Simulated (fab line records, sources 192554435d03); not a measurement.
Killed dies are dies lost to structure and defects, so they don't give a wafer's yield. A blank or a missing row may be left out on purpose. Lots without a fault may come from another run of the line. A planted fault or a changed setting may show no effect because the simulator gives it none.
Chamber matching | flow n5_finfet | N5_FIN_SAQP_SPACER1_ALD_24 on ald_sin-02: 4 sister chambers
The step deposits SiO2, target thk 20.3 nm, pulse time 1 s, purge time 2 s. 16 wafers are shown with their chamber, then 8 later ones without.

WAFERS WITH THEIR CHAMBER
wafer  | chamber | heater_power_w (W) | precursor_pulse_height_rel
L076.2 | 2       | 472                | 0.974
L076.4 | 1       | 466                | 1.003
L076.5 | 3       | 519                | 0.984
L081.1 | 1       | 457                | 0.995
L081.2 | 0       | 487                | 0.967
L081.3 | 3       | 525                | 0.988
L084.1 | 2       | 474                | 1.027
L084.3 | 3       | 505                | 0.987
L084.6 | 1       | 452                | 1.058
L085.2 | 2       | 484                | 1.019
L085.5 | 3       | 524                | 1.006
L085.6 | 2       | 472                | 0.978
L086.3 | 2       | 478                | 1.018
L086.4 | 1       | 455                | 0.947
L086.5 | 0       | 499                | 1.001
L087.1 | 0       | 493                | 1.024

SIGNATURES (means of the wafers above)
reading                    | chamber 0 | chamber 1 | chamber 2 | chamber 3 | scatter within a chamber
heater_power_w             | 493.00    | 457.50    | 476.00    | 518.25    | 6.71
precursor_pulse_height_rel | 0.99733   | 1.00075   | 1.00320   | 0.99125   | 0.0298
Rule: a wafer's distance from a chamber is the root of the sum, over the readings, of the square of ((its reading less the chamber's mean) divided by the reading's scatter). The wafer belongs to the nearest chamber; if the next one is less than 2 further off, it can't be placed. The scatter: the root of (the sum of the squares of (reading less its chamber's mean) over the shown wafers, divided by (wafers less chambers)).

WAFERS WITHOUT THEIR CHAMBER
wafer  | heater_power_w (W) | precursor_pulse_height_rel
L087.4 | 458                | 0.998
L087.5 | 485                | 1.008
L088.2 | 518                | 0.970
L088.3 | 504                | 1.020
L088.5 | 464                | 1.005
L096.1 | 462                | 0.993
L096.3 | 462                | 1.006
L096.4 | 521                | 0.997

WHICH CHAMBER EACH WENT THROUGH
wafer  | from the rows above     | in truth
L087.4 | 1                       | 1
L087.5 | can't be placed: 0 or 2 | 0
L088.2 | 3                       | 3
L088.3 | can't be placed: 0 or 3 | 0
L088.5 | can't be placed: 1 or 2 | 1
L096.1 | can't be placed: 1 or 2 | 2
L096.3 | can't be placed: 1 or 2 | 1
L096.4 | 3                       | 3
Placed correctly: 3 of 8. Can't be placed from these rows: 5 (the true chamber is among the candidates in 5). Placed wrongly: 0.
